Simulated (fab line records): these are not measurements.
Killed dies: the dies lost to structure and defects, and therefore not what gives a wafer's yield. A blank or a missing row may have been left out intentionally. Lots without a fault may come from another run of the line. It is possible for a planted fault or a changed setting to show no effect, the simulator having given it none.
Which tool did it? :: flow nand-harc :: Sampling: 6 lots, 18 wafers, 2 of 1159 route steps

WHAT EACH GAUGE READ, for each wafer
NHARC_END_SORT_01.
lot: L130
measured: day 21 09:55
on: prober-01
killed-short: 5 2 4

lot: L137
measured: day 22 09:05
on: prober-02
killed-short: 1 0 0

lot: L142
measured: day 23 21:59
on: prober-01
killed-short: 1 1 1

WHAT TOOL EACH LOT RAN ON (gives the tool, then ch and the chambers of the sampled wafers, and finally the start)
lot: L126
NHARC_A_STAIRCASE_TRIM_233: rie-diel-02 ch 0,2,3, day 11 18:51

lot: L127
NHARC_A_STAIRCASE_TRIM_233: rie-diel-03 ch 0,2,3, day 12 06:04

lot: L130
NHARC_A_STAIRCASE_TRIM_233: rie-diel-02 ch 1,2,3, day 13 02:16

lot: L131
NHARC_A_STAIRCASE_TRIM_233: rie-diel-11 ch 0,2,3, day 13 06:23

lot: L137
NHARC_A_STAIRCASE_TRIM_233: rie-diel-11 ch 1,3, day 14 18:06

lot: L142
NHARC_A_STAIRCASE_TRIM_233: rie-diel-11 ch 1,2,3, day 15 16:53
- NHARC_A_STAIRCASE_TRIM_233: chemistry O2, time 211.2 s.

THE ANSWER, worked out from the rows above alone
Rule: the usual values come from the lots themselves. The widest of any qualifying gaps counts: lots, ordered by their means at a reading, are off when they make up no more than a third of the lots, leave a main group of 4 or more, and stand apart from it by 3 or more times the standard deviation of that group's means. The tables above print the reading to a certain number of digits; a main group whose means all agree to those digits is not used. Also off: a lot with no number at a reading for which 4 or more lots have one. Any other lot the step has rows for is counted as sound.
Across all readings shown, no lot is off: no conclusion can be drawn from this.

WHAT THE SIMULATOR PUT IN
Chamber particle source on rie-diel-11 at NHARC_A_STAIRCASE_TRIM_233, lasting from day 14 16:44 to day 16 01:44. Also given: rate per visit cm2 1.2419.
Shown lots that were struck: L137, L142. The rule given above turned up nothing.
